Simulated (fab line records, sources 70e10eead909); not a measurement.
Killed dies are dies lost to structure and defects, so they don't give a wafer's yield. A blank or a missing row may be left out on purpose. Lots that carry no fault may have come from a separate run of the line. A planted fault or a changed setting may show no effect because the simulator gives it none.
Check of tool commonality / flow nandHarc / Sampled: 2 lots, 6 wafers

== THE REASON FOR OPENING IT ==
Flagged at NHARC_END_SORT_01: reading killedAtPeriphery, on 1 of 2 lots. No-fault wafers: 4.0, standard deviation 2.6.
Rule: a lot gets a flag if all its wafers with a number sit over 4 standard deviations from that mean, or if no wafer of it has a number. The rest of the lots are taken to be sound.

lot=L559; measured=day 27 20:20; on=prober-01; killedAtPeriphery, wafer by wafer=644 642 642; flag=FLAGGED
lot=L568; measured=day 31 18:36; on=prober-01; killedAtPeriphery, wafer by wafer=5 6 3; flag=
Averaged over the flagged lots the numbers come to 642.7, +638.7 from the usual (+99 or more standard deviations).

== WHICH TOOL RAN EACH LOT ==
Before the reading, the record contains 3 process steps out of a 1302-step route. Every cell lists first the tool, next ch and the chambers used by the sampled wafers, and last the start.
lot=L559; flag=FLAGGED; NHARC_P_M2_DESCUM_14=rieDiel-05 ch 0,1, day 10 00:30; NHARC_P_M2_ETCH_15=rieDiel-05 ch 2,3, day 10 01:45 or earlier; NHARC_P_M2_PVD_21=pvdSputter-02, day 10 01:45
lot=L568; flag=; NHARC_P_M2_DESCUM_14=rieDiel-05 ch 1,2,3, day 13 18:25; NHARC_P_M2_ETCH_15=rieDiel-05 ch 0,2,3, day 13 19:41 or earlier; NHARC_P_M2_PVD_21=pvdSputter-02, day 13 19:41
What these steps do:
- NHARC_P_M2_DESCUM_14: chemistry O2, time 3 s.
- NHARC_P_M2_ETCH_15: etches the open film in C4F8/Ar, target depth 182.5 nm, time 91.2 s.
- NHARC_P_M2_PVD_21: deposits Cu, target thk 30 nm, time 20.49 s.
- NHARC_END_SORT_01

== FLAGGED OVER TOTAL, TOOL BY TOOL (the gauges that took the reading come last) ==
step=NHARC_P_M2_DESCUM_14; tool=rieDiel-05; lots run=2; flagged=1; share of the flagged lots=all; sound lots run after its first flagged lot=1 (L568)
step=NHARC_P_M2_ETCH_15; tool=rieDiel-05; lots run=2; flagged=1; share of the flagged lots=all; sound lots run after its first flagged lot=1 (L568)
step=NHARC_P_M2_PVD_21; tool=pvdSputter-02; lots run=2; flagged=1; share of the flagged lots=all; sound lots run after its first flagged lot=1 (L568)
step=NHARC_END_SORT_01; tool=prober-01; lots run=2; flagged=1; share of the flagged lots=all; sound lots run after its first flagged lot=1 (L568)
NHARC_P_M2_ETCH_15: start missing for some lots; hours and lot order therefore follow NHARC_P_M2_PVD_21.

== THE TABLE: WHAT IT ALLOWS ==
4 rows of the table ran every flagged lot: rieDiel-05 at NHARC_P_M2_DESCUM_14, rieDiel-05 at NHARC_P_M2_ETCH_15, pvdSputter-02 at NHARC_P_M2_PVD_21, prober-01 at NHARC_END_SORT_01.
- rieDiel-05 at NHARC_P_M2_DESCUM_14 ran 2 lots, 1 of them flagged. Lots that were sound ran on it after the first flagged one (L568); a persistent fault on the entire tool would not allow that.
- rieDiel-05 at NHARC_P_M2_ETCH_15 ran 2 lots, 1 of them flagged. Lots that were sound ran on it after the first flagged one (L568); a persistent fault on the entire tool would not allow that.
- pvdSputter-02 at NHARC_P_M2_PVD_21 ran 2 lots, 1 of them flagged. Lots that were sound ran on it after the first flagged one (L568); a persistent fault on the entire tool would not allow that. On the flagged lots its readings are blank where sound lots have values: cathodeDcPowerW, chamberPressurePa, throttleValvePct.
- prober-01 at NHARC_END_SORT_01 ran 2 lots, 1 of them flagged. Lots that were sound ran on it after the first flagged one (L568); a persistent fault on the entire tool would not allow that.
There is no row in the table that ran each flagged lot and no sound lot after the first.

== WHAT THE SIMULATOR HAD PUT IN ==
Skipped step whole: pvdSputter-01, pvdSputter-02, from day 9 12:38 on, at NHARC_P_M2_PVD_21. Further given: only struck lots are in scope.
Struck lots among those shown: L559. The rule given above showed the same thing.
